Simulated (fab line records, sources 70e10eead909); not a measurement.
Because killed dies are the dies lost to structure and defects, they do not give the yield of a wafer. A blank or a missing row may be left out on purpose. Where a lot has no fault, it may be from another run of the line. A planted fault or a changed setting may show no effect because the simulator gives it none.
Chamber matching / flow nand-harc / pecvd-01 running NHARC_THIN_TSV_DEP_47: 3 sister chambers
The step deposits SiO2, target thk 200 nm. 24 wafers are shown with their chamber, then 12 later ones without.

## EACH WAFER AND ITS CHAMBER
wafer=L078.1; chamber=0; throttle-valve-pct (%)=15.2
wafer=L078.3; chamber=1; throttle-valve-pct (%)=15.4
wafer=L078.5; chamber=1; throttle-valve-pct (%)=15.3
wafer=L077.2; chamber=0; throttle-valve-pct (%)=15.3
wafer=L077.4; chamber=2; throttle-valve-pct (%)=16.4
wafer=L077.6; chamber=1; throttle-valve-pct (%)=15.1
wafer=L080.3; chamber=0; throttle-valve-pct (%)=15.1
wafer=L080.4; chamber=1; throttle-valve-pct (%)=15.4
wafer=L080.5; chamber=2; throttle-valve-pct (%)=16.4
wafer=L084.1; chamber=1; throttle-valve-pct (%)=15.4
wafer=L084.3; chamber=0; throttle-valve-pct (%)=15.2
wafer=L084.4; chamber=1; throttle-valve-pct (%)=15.3
wafer=L082.1; chamber=1; throttle-valve-pct (%)=15.3
wafer=L082.5; chamber=1; throttle-valve-pct (%)=15.2
wafer=L082.6; chamber=0; throttle-valve-pct (%)=15.4
wafer=L081.2; chamber=1; throttle-valve-pct (%)=15.7
wafer=L081.5; chamber=0; throttle-valve-pct (%)=15.4
wafer=L081.6; chamber=1; throttle-valve-pct (%)=15.7
wafer=L085.4; chamber=2; throttle-valve-pct (%)=16.5
wafer=L085.5; chamber=0; throttle-valve-pct (%)=15.3
wafer=L085.6; chamber=1; throttle-valve-pct (%)=15.2
wafer=L090.4; chamber=1; throttle-valve-pct (%)=15.8
wafer=L090.5; chamber=0; throttle-valve-pct (%)=15.4
wafer=L090.6; chamber=2; throttle-valve-pct (%)=16.4

SIGNATURES (averages over the wafers above)
reading=throttle-valve-pct; chamber 0=15.287; chamber 1=15.400; chamber 2=16.425; scatter within a chamber=0.174
Rule: distance of a wafer from a chamber = root of the sum over the readings of ((wafer's reading minus chamber's mean) / reading's scatter) squared. The wafer belongs to the nearest chamber; if the next one is less than 2 further off, it can't be placed. The scatter: take each reading less its chamber's mean, square it, sum over the shown wafers, divide by the number of wafers less the number of chambers, and take the root.

## WAFERS WITH NO CHAMBER GIVEN
wafer=L091.1; throttle-valve-pct (%)=15.5
wafer=L091.3; throttle-valve-pct (%)=16.6
wafer=L091.5; throttle-valve-pct (%)=15.6
wafer=L087.1; throttle-valve-pct (%)=15.3
wafer=L087.4; throttle-valve-pct (%)=15.3
wafer=L087.6; throttle-valve-pct (%)=15.6
wafer=L089.1; throttle-valve-pct (%)=15.2
wafer=L089.3; throttle-valve-pct (%)=16.4
wafer=L089.6; throttle-valve-pct (%)=16.4
wafer=L096.2; throttle-valve-pct (%)=16.6
wafer=L096.3; throttle-valve-pct (%)=15.6
wafer=L096.4; throttle-valve-pct (%)=15.4

## CHAMBER TAKEN BY EACH
wafer=L091.1; from the rows above=can't be placed: 1 or 0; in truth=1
wafer=L091.3; from the rows above=2; in truth=2
wafer=L091.5; from the rows above=can't be placed: 1 or 0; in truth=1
wafer=L087.1; from the rows above=can't be placed: 0 or 1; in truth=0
wafer=L087.4; from the rows above=can't be placed: 0 or 1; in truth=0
wafer=L087.6; from the rows above=can't be placed: 1 or 0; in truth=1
wafer=L089.1; from the rows above=can't be placed: 0 or 1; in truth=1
wafer=L089.3; from the rows above=2; in truth=2
wafer=L089.6; from the rows above=2; in truth=2
wafer=L096.2; from the rows above=2; in truth=2
wafer=L096.3; from the rows above=can't be placed: 1 or 0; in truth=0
wafer=L096.4; from the rows above=can't be placed: 1 or 0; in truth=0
Placed correctly: 4 of 12. Cannot be placed on the basis of these rows: 8; the candidates contain the true chamber in 8. Number placed wrongly: 0.
